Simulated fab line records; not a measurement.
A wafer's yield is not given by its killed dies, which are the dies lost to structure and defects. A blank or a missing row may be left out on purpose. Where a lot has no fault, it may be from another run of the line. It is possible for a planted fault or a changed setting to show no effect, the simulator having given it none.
Which tool was responsible?	flow n5 finfet	12 lots with 29 wafers sampled at 4 steps, on a route of 1938 steps

## WHAT EACH GAUGE READ, for each wafer
N5_BEOL_M15_INSPECT_30: inspects for defects (macro). Usual: 1.9 for raw defect count, sd 1.2.
lot	measured	on	raw defect count	flag
L738	day 11 21:48	defect inspect-01	0 3 2	
L744	day 12 21:29	defect inspect-02	2 2 2	
L740	day 12 21:54	defect inspect-02	1 1 2	
L741	day 12 22:05	defect inspect-02	1 1	
L747	day 14 02:34	defect inspect-01	1 1	
L746	day 14 03:42	defect inspect-01	2	
L748	day 14 10:05	defect inspect-02	2 3 1	
L750	day 14 19:26	defect inspect-02	2	
L753	day 15 03:34	defect inspect-02	2 3 3	
L758	day 16 14:11	defect inspect-01	3 1 3	
L757	day 16 14:58	defect inspect-02	0 1 2	
L760	day 17 00:50	defect inspect-02	1 0	

## EACH LOT AND THE TOOL THAT RAN IT (in order: tool; ch and the chambers of the sampled wafers; start)
lot	N5_BEOL_M15_DESCUM_15	N5_BEOL_M15_VIA_ETCH_16	N5_BEOL_M15_ETCH_57
L738	rie diel-03 ch 0,1,3, day 11 20:14	rie diel-03 ch 0,1,3, day 11 20:20	rie diel-02 ch 0,1,3, day 11 20:51
L744	rie diel-01 ch 1,2, day 12 20:01	rie diel-01 ch 1,2, day 12 20:07	rie diel-01 ch 1,3, day 12 20:40
L740	rie diel-02 ch 1,2, day 12 20:16	rie diel-02 ch 1,2, day 12 20:21	rie diel-03 ch 0,1,2, day 12 21:04
L741	rie diel-03 ch 1,3, day 12 20:24	rie diel-03 ch 1,3, day 12 20:29	rie diel-01 ch 0,3, day 12 21:08
L747	rie diel-02 ch 0,3, day 14 01:08	rie diel-02 ch 0,3, day 14 01:13	rie diel-01 ch 0,3, day 14 01:44
L746	rie diel-03 ch 1, day 14 02:17	rie diel-03 ch 1, day 14 02:22	rie diel-01 ch 0, day 14 02:52
L748	rie diel-02 ch 0,1, day 14 08:32	rie diel-02 ch 0,1, day 14 08:37	rie diel-02 ch 0,1,2, day 14 09:08
L750	rie diel-03 ch 0, day 14 17:54	rie diel-03 ch 0, day 14 18:05	rie diel-01 ch 1, day 14 18:43
L753	rie diel-03 ch 0,1,3, day 15 01:57	rie diel-03 ch 0,1,3, day 15 02:02	rie diel-02 ch 0,1,2, day 15 02:37
L758	rie diel-03 ch 0,1,2, day 16 12:38	rie diel-03 ch 0,1,2, day 16 12:43	rie diel-03 ch 1,2,3, day 16 13:14
L757	rie diel-01 ch 0,1, day 16 13:16	rie diel-01 ch 0,1, day 16 13:22	rie diel-02 ch 0,2, day 16 14:01
L760	rie diel-03 ch 0,3, day 16 23:14	rie diel-03 ch 0,3, day 16 23:26	rie diel-01 ch 0,1, day 17 00:07
- N5_BEOL_M15_DESCUM_15: chemistry O2, time 7.9 s.
- N5_BEOL_M15_VIA_ETCH_16: etches SiO2 in C4F8/O2/Ar, target depth 1792.2 nm.
- N5_BEOL_M15_ETCH_57: etches SOC in N2/H2, time 750 s.

## AS READ BY THE TOOLS THEMSELVES (means over the sampled wafers that have a number; for cases with no such wafer, the mark the record gives instead)
N5_BEOL_M15_DESCUM_15. Usual: drypump motor current A 6.0 A, standard deviation 0.43; oes product au 0.76 a.u., standard deviation 0.079; rf vpp V 243.5 V, standard deviation 1.3; showerhead plenum p Torr 2.12 Torr, standard deviation 0.062; throttle valve pct 20.53 %, standard deviation 0.26.
lot	tool	drypump motor current A (A)	oes product au (a.u.)	rf vpp V (V)	showerhead plenum p Torr (Torr)	throttle valve pct (%)	flag
L738	rie diel-03	6.1	0.77	244.4	2.16	20.49	
L744	rie diel-01	5.6	0.86	243.3	2.09	20.35	
L740	rie diel-02	5.9	0.71	243.3	2.12	20.71	
L741	rie diel-03	6.2	0.79	244.8	2.15	20.58	
L747	rie diel-02	5.8	0.78	243.0	2.12	20.71	
L746	rie diel-03	5.7	0.70	243.0	2.08	20.90	
L748	rie diel-02	5.8	0.75	242.7	2.06	20.72	
L750	rie diel-03	6.1	0.72	245.7	2.17	20.36	
L753	rie diel-03	6.1	0.74	243.4	2.15	20.53	
L758	rie diel-03	6.1	0.70	242.1	2.10	20.62	
L757	rie diel-01	5.3	0.73	243.0	2.14	20.51	
L760	rie diel-03	6.3	0.76	243.9	2.19	20.36	

N5_BEOL_M15_VIA_ETCH_16. Usual: C4F8_flow_sccm 16.00 sccm, standard deviation 0.043; drypump motor current A 6.0 A, standard deviation 0.43; oes product au 0.69 a.u., standard deviation 0.074; rf vpp V 2208 V, standard deviation 57; showerhead plenum p Torr 3.46 Torr, standard deviation 0.099; throttle valve pct 30.8 %, standard deviation 0.32.
lot	tool	C4F8_flow_sccm (sccm)	drypump motor current A (A)	oes product au (a.u.)	rf vpp V (V)	showerhead plenum p Torr (Torr)	throttle valve pct (%)	flag
L738	rie diel-03	15.97	6.1	0.69	2194	3.52	30.7	
L744	rie diel-01	16.02	5.6	0.79	2151	3.38	30.6	
L740	rie diel-02	16.00	5.9	0.64	2185	3.46	31.2	
L741	rie diel-03	16.05	6.2	0.71	2208	3.51	30.9	
L747	rie diel-02	16.02	5.8	0.71	2307	3.42	30.9	
L746	rie diel-03	16.00	5.7	0.62	2179	3.38	31.1	
L748	rie diel-02	16.00	5.8	0.68	2192	3.35	30.9	
L750	rie diel-03	16.00	6.1	0.64	2165	3.53	30.5	
L753	rie diel-03	16.02	6.1	0.67	2192	3.51	30.8	
L758	rie diel-03	16.04	6.1	0.62	2197	3.43	30.8	
L757	rie diel-01	16.07	5.3	0.67	2147	3.47	30.7	
L760	rie diel-03	16.01	6.3	0.68	2199	3.56	30.6	

N5_BEOL_M15_ETCH_57. Usual: drypump motor current A 5.9 A, standard deviation 0.41; h2 flow sccm 200.1 sccm, standard deviation 0.63; oes product au 0.80 a.u., standard deviation 0.1; rf vpp V 524.1 V, standard deviation 2.2; showerhead plenum p Torr 2.55 Torr, standard deviation 0.076; throttle valve pct 17.8 %, standard deviation 0.34.
lot	tool	drypump motor current A (A)	h2 flow sccm (sccm)	oes product au (a.u.)	rf vpp V (V)	showerhead plenum p Torr (Torr)	throttle valve pct (%)	flag
L738	rie diel-02	5.8	200.1	0.77	522.2	2.51	18.0	
L744	rie diel-01	5.9	200.5	0.94	521.5	2.49	17.4	
L740	rie diel-03	6.1	200.0	0.71	524.1	2.54	17.7	
L741	rie diel-01	5.8	199.3	0.85	524.5	2.56	17.6	
L747	rie diel-01	5.8	200.2	1.02	525.1	2.56	17.6	
L746	rie diel-01	5.1	200.2	0.71	524.6	2.62	17.8	
L748	rie diel-02	5.9	199.7	0.77	523.8	2.55	17.9	
L750	rie diel-01	5.7	199.3	0.87	521.9	2.48	17.5	
L753	rie diel-02	5.9	200.2	0.75	523.6	2.54	18.0	
L758	rie diel-03	6.2	200.3	0.74	524.8	2.55	17.8	
L757	rie diel-02	6.0	200.4	0.76	525.0	2.61	18.0	
L760	rie diel-01	5.4	200.6	0.77	524.5	2.54	17.7	

## THE ANSWER, worked out from the rows above alone
Rule: take the mean of a lot's wafers that have a number; if it is more than 3 standard deviations from the usual mean, the lot is off. Also off: a lot with no number at a reading for which 4 or more lots have one. Any other lot the step has rows for is counted as sound. After the gauges, taken in route order, come the tools' own readings; for these a lot's mean is taken, as printed above. At the first step where some lot is off, the reading lying furthest off is the one used; lots without a number count as furthest.
No lot is off at any reading shown: from this, nothing can be told.

## WHAT THE SIMULATOR PUT IN
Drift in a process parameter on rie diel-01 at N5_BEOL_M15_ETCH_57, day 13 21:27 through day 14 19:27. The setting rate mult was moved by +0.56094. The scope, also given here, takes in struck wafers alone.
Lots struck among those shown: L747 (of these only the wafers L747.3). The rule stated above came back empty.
